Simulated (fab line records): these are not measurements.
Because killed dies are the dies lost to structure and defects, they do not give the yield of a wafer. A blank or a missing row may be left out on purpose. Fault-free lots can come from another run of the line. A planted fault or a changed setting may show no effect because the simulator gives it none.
Chamber matching -- flow nand_harc -- rie_diel-08 running NHARC_A_CONTACT_DESCUM_47: 4 sister chambers
The step chemistry O2, time 3 s. 4 wafers are shown with their chamber, then 8 later ones without.

WAFERS WITH THEIR CHAMBER
wafer,chamber,drypump_motor_current_A (A)
L301.5,0,5.6
L302.1,3,6.5
L302.6,2,5.7
L307.1,1,6.7

WAFERS WITH NO CHAMBER GIVEN
wafer,drypump_motor_current_A (A)
L307.2,6.4
L307.4,5.7
L311.1,6.5
L311.4,5.7
L311.6,5.6
L315.1,6.5
L315.2,6.6
L315.4,5.7

WHICH CHAMBER EACH WENT THROUGH
wafer,from the rows above,in truth
L307.2,3,3
L307.4,2,2
L311.1,3,3
L311.4,2,2
L311.6,0,0
L315.1,3,3
L315.2,can't be placed: 3 or 1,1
L315.4,2,2
Placed correctly: 7 of 8. Not placeable from these rows: 1 (in 1, the candidates include the true chamber). Placed wrongly: 0.
How it was worked out, from the rows above alone: a wafer's distance from a chamber is the root of the sum, over the readings, of the square of ((its reading less the chamber's mean) divided by the reading's scatter). If the next closest chamber is less than 2 further off than the closest, the wafer can't be placed; otherwise it belongs to the closest. Each chamber's mean is taken over the wafers shown for it. The scatter: root of mean squared gap, hidden wafer to nearest shown wafer, with one shown wafer a chamber.
